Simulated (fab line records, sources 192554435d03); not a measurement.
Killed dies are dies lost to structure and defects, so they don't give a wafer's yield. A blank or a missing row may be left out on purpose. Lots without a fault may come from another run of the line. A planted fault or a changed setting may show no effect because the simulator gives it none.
Chamber matching | flow n5_finfet | N5_BEOL_M7_DEP_56 on pecvd-03: 3 sister chambers
The step deposits SiCN from 3MS/NH3, target thk 10 nm, time 17.5 s. 18 wafers are shown with their chamber, then 9 later ones without.

WAFERS WITH THEIR CHAMBER
wafer  | chamber | throttle_valve_pct (%) | showerhead_plenum_p_Torr (Torr)
L079.1 | 0       | 8.8                    | 3.655
L079.2 | 2       | 8.3                    | 3.669
L079.3 | 1       | 9.7                    | 3.673
L079.4 | 0       | 9.2                    | 3.656
L079.5 | 1       | 9.6                    | 3.663
L079.6 | 2       | 8.0                    | 3.677
L081.1 | 1       | 9.3                    | 3.661
L081.2 | 0       | 8.8                    | 3.660
L081.3 | 2       | 7.8                    | 3.674
L081.4 | 1       | 9.8                    | 3.661
L081.5 | 2       | 8.1                    | 3.657
L081.6 | 0       | 9.1                    | 3.655
L089.1 | 2       | 7.8                    | 3.678
L089.4 | 2       | 7.9                    | 3.667
L089.5 | 0       | 9.0                    | 3.659
L094.2 | 1       | 9.5                    | 3.650
L094.3 | 2       | 8.2                    | 3.674
L094.5 | 1       | 9.5                    | 3.660

SIGNATURES (means of the wafers above)
reading                  | chamber 0 | chamber 1 | chamber 2 | scatter within a chamber
throttle_valve_pct       | 8.980     | 9.567     | 8.014     | 0.184
showerhead_plenum_p_Torr | 3.65700   | 3.66133   | 3.67086   | 0.00638
Rule: a wafer's distance from a chamber is the root of the sum, over the readings, of the square of ((its reading less the chamber's mean) divided by the reading's scatter). The wafer belongs to the nearest chamber; if the next one is less than 2 further off, it can't be placed. The scatter: the root of (the sum of the squares of (reading less its chamber's mean) over the shown wafers, divided by (wafers less chambers)).

WAFERS WITHOUT THEIR CHAMBER
wafer  | throttle_valve_pct (%) | showerhead_plenum_p_Torr (Torr)
L096.2 | 9.1                    | 3.665
L096.4 | 9.5                    | 3.672
L096.5 | 9.0                    | 3.656
L097.3 | 9.4                    | 3.656
L097.5 | 9.1                    | 3.654
L097.6 | 8.0                    | 3.667
L091.3 | 8.4                    | 3.665
L091.4 | 9.5                    | 3.668
L091.5 | 9.1                    | 3.655

WHICH CHAMBER EACH WENT THROUGH
wafer  | from the rows above     | in truth
L096.2 | can't be placed: 0 or 1 | 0
L096.4 | can't be placed: 1 or 0 | 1
L096.5 | 0                       | 0
L097.3 | can't be placed: 1 or 0 | 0
L097.5 | can't be placed: 0 or 1 | 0
L097.6 | 2                       | 2
L091.3 | can't be placed: 2 or 0 | 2
L091.4 | 1                       | 1
L091.5 | can't be placed: 0 or 1 | 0
Placed correctly: 3 of 9. Can't be placed from these rows: 6 (the true chamber is among the candidates in 6). Placed wrongly: 0.
